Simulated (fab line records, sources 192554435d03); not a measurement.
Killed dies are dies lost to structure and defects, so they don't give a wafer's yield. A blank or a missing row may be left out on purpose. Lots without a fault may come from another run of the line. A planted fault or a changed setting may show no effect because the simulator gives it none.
A struck lot beside a sound one | flow n5_finfet | 14 steps out of a route of 1938
Sound: wafers L824.4, L824.5, L824.6. Struck: wafers L838.2, L838.3, L838.6. The cause comes at the end.
At each step with rows: each side's tool, then ch and its chambers, then its first start. Under that, the readings that differ: sound wafers | struck wafers | difference of the means | sigmas: that difference in standard deviations of wafers without a fault.
alike: readings whose means differ by less than 2 such deviations, and words and numbers that are the same on both sides. not compared: withheld readings, readings that some wafer has no value for, bounds like >300 that may hide the same value, and numbers for which the record gives no deviation and whose values overlap.
The two part at a step that has a row with sigmas, a row that says differs or no value, or rows on one side only. Numbers that don't overlap but have no deviation are shown without sigmas and don't part them. A reading that every wafer of one side lacks parts them only if that side has two wafers or more.

first, 1 step without rows for these wafers: N5_BEOL_M7_DEVELOP_10 (develop time 30 s).
N5_BEOL_M7_CD_MEAS_11: target cd 38.5 nm.
  sound on cd_sem-02 ch 0, day 9 18:22; struck on cd_sem-02 ch 0, day 13 13:20
  alike: cd_nm
N5_BEOL_M7_OVL_MEAS_12:
  sound on overlay-01 ch 0, day 9 18:23; struck on overlay-01 ch 0, day 13 13:22
  alike: M7_OVL
N5_BEOL_M7_INSPECT_13: inspects for defects (brightfield).
  sound on defect_inspect-02, day 9 18:25; struck on defect_inspect-02, day 13 13:23
  reading          | sound       | struck      | difference | sigmas
  raw_defect_count | 498 569 670 | 218 168 249 | -367       | -4
N5_BEOL_M7_DESCUM_16: chemistry O2, time 7.9 s.
  sound on rie_diel-05 ch 2,3, day 9 18:34; struck on rie_diel-05 ch 1,2, day 13 13:44
  alike: drypump_motor_current_A, oes_product_au, rf_fwd_power_W, rf_vpp_V, showerhead_plenum_p_Torr, throttle_valve_pct
  not compared: rf_hours_counter_h
N5_BEOL_M7_ETCH_61: etches SiARC in CF4, target depth 45.5 nm, time 75.8 s.
  sound on rie_diel-05 ch 2,3, day 9 18:36; struck on rie_diel-05 ch 1,2, day 13 13:46
  alike: drypump_motor_current_A, etch_rf_on_time_s, oes_product_au, rf_fwd_power_W, rf_vpp_V, showerhead_plenum_p_Torr, throttle_valve_pct
  not compared: rf_hours_counter_h
N5_BEOL_M7_ETCH_62: etches SOC in N2/H2, target depth 110 nm, overetch 22 nm, time 165 s.
  sound on rie_diel-05 ch 2,3, day 9 18:40; struck on rie_diel-05 ch 1,2, day 13 13:49
  alike: drypump_motor_current_A, oes_product_au, rf_fwd_power_W, rf_vpp_V, showerhead_plenum_p_Torr, throttle_valve_pct
  not compared: rf_hours_counter_h
then, 1 step without rows for these wafers: N5_BEOL_M7_STRIP_68 (strips in N2/H2).
N5_BEOL_M7_STRIP_67: strips in CF4.
  sound on rie_diel-05 ch 2,3, day 9 18:48; struck on rie_diel-05 ch 1,2, day 13 13:58
  alike: drypump_motor_current_A, oes_product_au, rf_vpp_V, showerhead_plenum_p_Torr, throttle_valve_pct
  not compared: rf_hours_counter_h
then, 1 step without rows for these wafers: N5_BEOL_M7_HM_OPEN_17 (chemistry Cl2/BCl3, target TiN, target depth 20 nm, overetch 6 nm).
N5_BEOL_M7_STRIP_19: strips in O2.
  sound on rie_diel-04 ch 0,1,2, day 9 18:58; struck on rie_diel-03 ch 0,1,3, day 13 14:07
  alike: drypump_motor_current_A, oes_product_au, rf_vpp_V, showerhead_plenum_p_Torr, throttle_valve_pct
  not compared: rf_hours_counter_h
N5_BEOL_M7_CD_MEAS_18: pitch 80 nm, target cd 40 nm.
  sound on cd_sem-01, day 9 19:02; struck on cd_sem-01, day 13 14:11
  alike: cd_nm
N5_BEOL_M7_COAT_63: time 60 s, resist thk 60 nm.
  sound on litho_track-05 ch 0, day 9 19:04; struck on litho_track-04 ch 0, day 13 15:20
  reading                  | sound                | struck               | difference | sigmas
  heater_power_total_W (W) | 502.8 497.6 502.3    | 815.7 815.1 815.8    | +314.6     | +99 or more
  plate_temp_C (C)         | 250.03 249.91 249.86 | 262.32 262.59 262.63 | +12.58     | +70
  alike: resist_line_temp_C
then, 1 step without rows for these wafers: N5_BEOL_M7_COAT_64 (time 60 s, resist thk 12 nm).

WHERE THEY PART
First at N5_BEOL_M7_INSPECT_13; last, within this record, at N5_BEOL_M7_COAT_63.

WHY: what the simulator had put in
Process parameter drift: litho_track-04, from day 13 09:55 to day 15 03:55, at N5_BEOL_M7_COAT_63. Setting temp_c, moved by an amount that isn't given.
